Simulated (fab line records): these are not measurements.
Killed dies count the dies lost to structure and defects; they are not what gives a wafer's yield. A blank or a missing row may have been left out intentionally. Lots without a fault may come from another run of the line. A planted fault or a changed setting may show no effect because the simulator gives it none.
Which tool is to blame? + flow n5_finfet + Sampling: 6 lots, 13 wafers, 6 of 1938 route steps

== WHAT THE GAUGES READ, wafer by wafer ==
N5_BEOL_M4_RC_MEAS_101.
| lot  | measured     | on        | DIBL_N (mV/V)  |
|------|--------------|-----------|----------------|
| L152 | day 8 05:43  | prober-01 | 34.7 38.8      |
| L155 | day 9 03:02  | prober-01 | 34.2 36.0 36.8 |
| L157 | day 9 12:52  | prober-02 | 36.8 38.7      |
| L160 | day 10 09:12 | prober-01 | 33.9 38.4      |
| L162 | day 11 04:28 | prober-01 | 37.6 36.7      |
| L167 | day 12 02:47 | prober-01 | 37.0 37.5      |

== WHICH TOOL RAN EACH LOT (tool, then ch and the chambers of the sampled wafers, then the start) ==
| lot  | N5_BEOL_M2_SPUTTER_92        | N5_BEOL_M2_SPUTTER_94        | N5_BEOL_M2_ANNEAL_95         | N5_BEOL_M2_ECD_50              | N5_BEOL_M2_CMP_52            |
|------|------------------------------|------------------------------|------------------------------|--------------------------------|------------------------------|
| L152 | pvd_sputter-01, day 7 10:35  | pvd_sputter-01, day 7 10:49  | pvd_sputter-01, day 7 10:53  | ecd_cu-02 ch 0, day 7 11:09    | cmp-02 ch 2,3, day 7 11:37   |
| L155 | pvd_sputter-01, day 7 20:04  | pvd_sputter-01, day 7 20:17  | pvd_sputter-01, day 7 20:22  | ecd_cu-02 ch 0,1, day 7 20:38  | cmp-01 ch 0,1,3, day 7 21:00 |
| L157 | pvd_sputter-02, day 8 17:26  | pvd_sputter-02, day 8 17:40  | pvd_sputter-02, day 8 17:44  | ecd_cu-02 ch 0,1, day 8 18:00  | cmp-03 ch 0,2, day 8 18:30   |
| L160 | pvd_sputter-02, day 9 11:16  | pvd_sputter-02, day 9 11:29  | pvd_sputter-02, day 9 11:34  | ecd_cu-02 ch 0,1, day 9 11:50  | cmp-03 ch 2,3, day 9 12:14   |
| L162 | pvd_sputter-01, day 10 03:13 | pvd_sputter-01, day 10 03:26 | pvd_sputter-01, day 10 03:31 | ecd_cu-01 ch 0, day 10 03:46   | cmp-03 ch 0,3, day 10 04:16  |
| L167 | pvd_sputter-01, day 10 23:41 | pvd_sputter-01, day 10 23:55 | pvd_sputter-01, day 10 23:59 | ecd_cu-01 ch 0,1, day 11 00:14 | cmp-01 ch 1,2, day 11 00:42  |
- N5_BEOL_M2_SPUTTER_92: material Cu, target thk 4.5 nm, time 8.29 s.
- N5_BEOL_M2_SPUTTER_94: material Cu, target thk 4.5 nm, time 8.29 s.
- N5_BEOL_M2_ANNEAL_95: time 240 s.
- N5_BEOL_M2_ECD_50: material Cu, target thk 300 nm.
- N5_BEOL_M2_CMP_52: polishes, stops on SiOC, t overpolish 6.8 s, target thk 40 nm.

== THE ANSWER, worked out from the rows above alone ==
Rule: the usual values come from the lots themselves. The widest of any qualifying gaps counts: lots, ordered by their means at a reading, are off when they make up no more than a third of the lots, leave a main group of 4 or more, and stand apart from it by 3 or more times the standard deviation of that group's means. A main group whose means are all the same, to the digits that the tables above print for the reading, isn't used. Also off: a lot with no number at a reading for which 4 or more lots have one. The other lots that the step has rows for count as sound.
None of the lots is off at any reading shown; this tells nothing.

== WHAT THE SIMULATOR PUT IN ==
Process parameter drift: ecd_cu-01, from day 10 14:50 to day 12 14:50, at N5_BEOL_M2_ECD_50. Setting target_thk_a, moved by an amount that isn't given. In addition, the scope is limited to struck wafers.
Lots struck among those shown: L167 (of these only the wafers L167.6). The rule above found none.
